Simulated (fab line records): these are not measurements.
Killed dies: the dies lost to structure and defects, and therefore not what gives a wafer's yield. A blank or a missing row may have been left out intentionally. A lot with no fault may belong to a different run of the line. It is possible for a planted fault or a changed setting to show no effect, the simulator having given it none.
Chamber matching / flow nandHarc / NHARC_A_CONTACT_ETCH_75 on rieDiel-11 has 4 sister chambers
The step etches the open film in CF4, target depth 39 nm, time 65 s. 7 wafers are shown with their chamber, then 7 later ones without.

## WAFERS PAIRED WITH THEIR CHAMBERS
wafer=L082.5; chamber=3; showerheadPlenumPTorr (Torr)=1.88; rfVppV (V)=152.7
wafer=L086.2; chamber=3; showerheadPlenumPTorr (Torr)=1.87; rfVppV (V)=153.5
wafer=L087.1; chamber=2; showerheadPlenumPTorr (Torr)=1.69; rfVppV (V)=151.0
wafer=L087.5; chamber=0; showerheadPlenumPTorr (Torr)=1.86; rfVppV (V)=152.7
wafer=L087.6; chamber=1; showerheadPlenumPTorr (Torr)=1.73; rfVppV (V)=150.2
wafer=L093.2; chamber=0; showerheadPlenumPTorr (Torr)=1.85; rfVppV (V)=151.4
wafer=L093.3; chamber=2; showerheadPlenumPTorr (Torr)=1.69; rfVppV (V)=150.8

## WAFERS WITH NO CHAMBER GIVEN
wafer=L093.5; showerheadPlenumPTorr (Torr)=1.69; rfVppV (V)=150.3
wafer=L094.1; showerheadPlenumPTorr (Torr)=1.85; rfVppV (V)=152.5
wafer=L094.3; showerheadPlenumPTorr (Torr)=1.73; rfVppV (V)=150.2
wafer=L094.6; showerheadPlenumPTorr (Torr)=1.85; rfVppV (V)=152.6
wafer=L096.1; showerheadPlenumPTorr (Torr)=1.72; rfVppV (V)=150.9
wafer=L096.3; showerheadPlenumPTorr (Torr)=1.85; rfVppV (V)=150.8
wafer=L096.4; showerheadPlenumPTorr (Torr)=1.68; rfVppV (V)=150.2

## WHICH CHAMBER EACH WENT THROUGH
wafer=L093.5; from the rows above=2; in truth=2
wafer=L094.1; from the rows above=0; in truth=0
wafer=L094.3; from the rows above=1; in truth=1
wafer=L094.6; from the rows above=0; in truth=0
wafer=L096.1; from the rows above=1; in truth=1
wafer=L096.3; from the rows above=0; in truth=0
wafer=L096.4; from the rows above=2; in truth=2
Placed correctly: 7 of 7. Can't be placed from these rows: 0. Placed wrongly: 0.
How it was worked out, from the rows above alone: a wafer's distance from a chamber is the root of the sum, over the readings, of the square of ((its reading less the chamber's mean) divided by the reading's scatter). If the next closest chamber is less than 2 further off than the closest, the wafer can't be placed; otherwise it belongs to the closest. The mean given for a chamber averages the wafers shown for that chamber. The scatter: the root of (the sum of the squares of (reading less its chamber's mean) over the shown wafers, divided by (wafers less chambers)).
